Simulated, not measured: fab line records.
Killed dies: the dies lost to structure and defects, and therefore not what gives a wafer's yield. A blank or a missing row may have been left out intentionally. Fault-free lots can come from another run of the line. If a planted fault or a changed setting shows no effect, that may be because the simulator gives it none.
Comparing a struck lot with a sound one :: flow n5-finfet :: 41 steps out of a route of 1938
Sound: wafers L744.2, L744.3, L744.4. Wafers L762.1, L762.5, L762.6 were the ones struck. At the end, the cause is stated.
Order at every step that has rows: each side's tool, ch and its chambers, its first start. Under that, the readings that differ: sound wafers :: struck wafers :: difference of the means :: sigmas: that difference in standard deviations of wafers without a fault.
alike: same words and numbers on both sides, and readings whose means sit less than 2 such deviations apart. not compared: any withheld reading, any reading some wafer has no value for, any bound like >300 that may hide the same value, and any number with overlapping values for which the record gives no deviation.
A row with sigmas, a row that says differs or no value, or rows on one side alone: a step with any of these is where the two part. When numbers do not overlap yet have no deviation, they are printed without sigmas and do not part them. A reading that every wafer of one side lacks parts them only if that side has two wafers or more.

first, 4 steps without rows for these wafers: N5_BEOL_M8_HM_STRIP_39 (strips TiN in peroxide tin strip, target depth 25 nm, time 158 s); N5_BEOL_M8_SRD_40 (time 30 s); N5_BEOL_M8_PRECLEAN_42 (cleans in residue remover, time 60 s); N5_BEOL_M8_SRD_43 (time 30 s).
N5_BEOL_M8_CD_MEAS_35 targets a cd of 40 nm.
  sound on cd-sem-02 at day 11 00:23; struck on cd-sem-03 at day 16 09:26
  alike: cd-nm
then, 2 steps without rows for these wafers: N5_BEOL_M8_CURE_75 (cures SiCOH lowk, time 120 s); N5_BEOL_M8_DEGAS_44 (time 60 s).
N5_BEOL_M8_PRE_CLEAN_45: time 30 s.
  sound on pvd-sputter-01 at day 11 02:03; struck on pvd-sputter-03 at day 16 10:04
  alike: heater-power-w
N5_BEOL_M8_ALD_77: deposits TaN, target thk 2 nm, pulse time 2 s, purge time 3 s.
  sound on ald-metal-02 ch 0,2,3, day 11 02:07; struck on ald-metal-01 ch 0,1,2, day 16 10:09
  alike: heater-power-w
then, 3 steps without rows for these wafers: N5_BEOL_M8_SURFACE_TREAT_79; N5_BEOL_M8_CVD_78 (deposits Co from CCTBA/H2, target thk 2 nm, time 142.3 s); N5_BEOL_M8_SPUTTER_48 (material Cu, target thk 10 nm, time 1.667 s).
N5_BEOL_M8_ECD_50: material Cu, target thk 300 nm.
  sound on ecd-cu-01 ch 0,1, day 11 02:54; struck on ecd-cu-02 ch 0,1, day 16 11:08
then, 2 steps without rows for these wafers: N5_BEOL_M8_ANNEAL_51 (time 90 s); N5_BEOL_M8_CMP_52 (polishes, stops on SiCOH lowk, t overpolish 6.9 s, target thk 80 nm).
N5_BEOL_M8_THK_MEAS_53: measures by xrf.
  sound on film-metro-01 at day 11 03:35; struck on film-metro-02 at day 16 11:49
  alike: M8_THK
then, 1 step without rows for these wafers: N5_BEOL_M8_PRE_CLEAN_55 (time 15 s).
N5_BEOL_M8_DEP_56: deposits SiCN from 3MS/NH3, target thk 10 nm, time 17.5 s.
  sound on pecvd-03 ch 0,1, day 11 03:40; struck on pecvd-01 ch 0,1,2, day 16 11:52
  alike: showerhead-plenum-p-Torr, throttle-valve-pct
N5_BEOL_M8_RS_MEAS_57: measures by four-point-probe.
  sound on film-metro-02 at day 11 03:45; struck on film-metro-02 at day 16 11:56
  alike: M8_RS
then, 1 step without rows for these wafers: N5_BEOL_M9_ILD_DEP_00 (deposits SiCOH lowk from DEMS/porogen, target thk 308.51 nm, time 58 s).
N5_BEOL_M9_CURE_71: cures SiCOH lowk, time 240 s.
  sound on uv-cure-02 ch 1, day 11 03:58; struck on uv-cure-02 ch 2, day 16 12:05
  alike: lamp-power-pct, wafer_temp_C_max
N5_BEOL_M9_THK_MEAS_01:
  sound on film-metro-02 at day 11 04:24; struck on film-metro-01 at day 16 12:36
  alike: M9_ILD_THK
then, 10 steps without rows for these wafers: N5_BEOL_M9_PECVD_70 (deposits SiO2 from TEOS/O2, target thk 20 nm, time 22.7 s); N5_BEOL_M9_HM_DEP_02 (deposits TiN, target thk 20 nm); N5_BEOL_M9_COAT_59 (time 60 s, resist thk 100 nm); N5_BEOL_M9_COAT_60 (time 60 s, resist thk 30 nm); N5_BEOL_M9_COAT_05 (resist thk 90 nm); N5_BEOL_M9_EBR_07; N5_BEOL_M9_SOFTBAKE_06 (time 60 s); N5_BEOL_M9_EXPOSE_08 (exposes mask M9); N5_BEOL_M9_PEB_09 (peb time 60 s); N5_BEOL_M9_DEVELOP_10 (develop time 30 s).
N5_BEOL_M9_CD_MEAS_11 targets a cd of 64.1 nm.
  sound on cd-sem-03 ch 0, day 11 05:53; struck on cd-sem-02 ch 0, day 16 14:35
  alike: cd-nm
N5_BEOL_M9_OVL_MEAS_12:
  sound on overlay-02 ch 0, day 11 05:55; struck on overlay-02 ch 0, day 16 14:37
  alike: M9_OVL
then, 5 steps without rows for these wafers: N5_BEOL_M9_DESCUM_16 (chemistry O2, time 7.9 s); N5_BEOL_M9_ETCH_61 (etches SiARC in CF4, target depth 39 nm, time 65 s); N5_BEOL_M9_ETCH_62 (etches SOC in N2/H2, target depth 110 nm, overetch 22 nm, time 165 s); N5_BEOL_M9_STRIP_68 (strips in N2/H2); N5_BEOL_M9_STRIP_67 (strips in CF4).
N5_BEOL_M9_HM_OPEN_17: chemistry Cl2/BCl3, target TiN, target depth 20 nm, overetch 6 nm.
  sound on rie-metal-01 ch 0,1, day 11 06:14; struck on rie-metal-01 ch 0, day 16 14:58
  alike: drypump-motor-current-A, oes-product-au, throttle-valve-pct
  not compared: rf-hours-counter-h
-- record jumps: 3 days separate the struck wafers' starts on either side; left off in module BEOL_M9, taken up again in module PASSIVATION, whose first shown step is the route's number 1936 --
N5_PASSIVATION_PROBE_49:
  sound on prober-01 at day 13 20:07; struck on prober-01 at day 19 10:19
reading: defect-limited-yield (%)
sound: 87.3 89.8 86.4
struck: 64.8 64.2 62.7
difference: -23.9
sigmas: -15

reading: killed_at_M4_up
sound: 12 11 16
struck: 355 342 345
difference: +334
sigmas: +63

reading: killed-at-contacts
sound: 25 28 26
struck: 11 12 8
difference: -16
sigmas: -2

reading: killed-dies
sound: 150 120 160
struck: 415 422 440
difference: +282
sigmas: +15

reading: killed-on-rim
sound: 20 12 18
struck: 51 68 52
difference: +40
sigmas: +10

reading: killed-open
sound: 106 78 107
struck: 51 75 78
difference: -29
sigmas: -2

reading: killed-short
sound: 44 41 53
struck: 23 25 32
difference: -19
sigmas: -2

reading: sort_bin_5_function (%)
sound: 7.7 5.7 6.8
struck: 21.3 21.4 22.5
difference: +15.0
sigmas: +15

reading: sort_bin_6_memory (%)
sound: 4.7 4.3 6.2
struck: 12.0 12.8 12.4
difference: +7.3
sigmas: +9

reading: sort-n-pass
sound: 1030 1060 1020
struck: 765 758 740
difference: -282
sigmas: -15

reading: sort-yield-pct (%)
sound: 87.3 89.8 86.4
struck: 64.8 64.2 62.7
difference: -23.9
sigmas: -15
  alike: killed_at_M0_to_M3, killed-at-front-end, killed-at-other

## WHERE THEY PART
Only at N5_PASSIVATION_PROBE_49, within this record.

WHY: whatever the simulator had introduced
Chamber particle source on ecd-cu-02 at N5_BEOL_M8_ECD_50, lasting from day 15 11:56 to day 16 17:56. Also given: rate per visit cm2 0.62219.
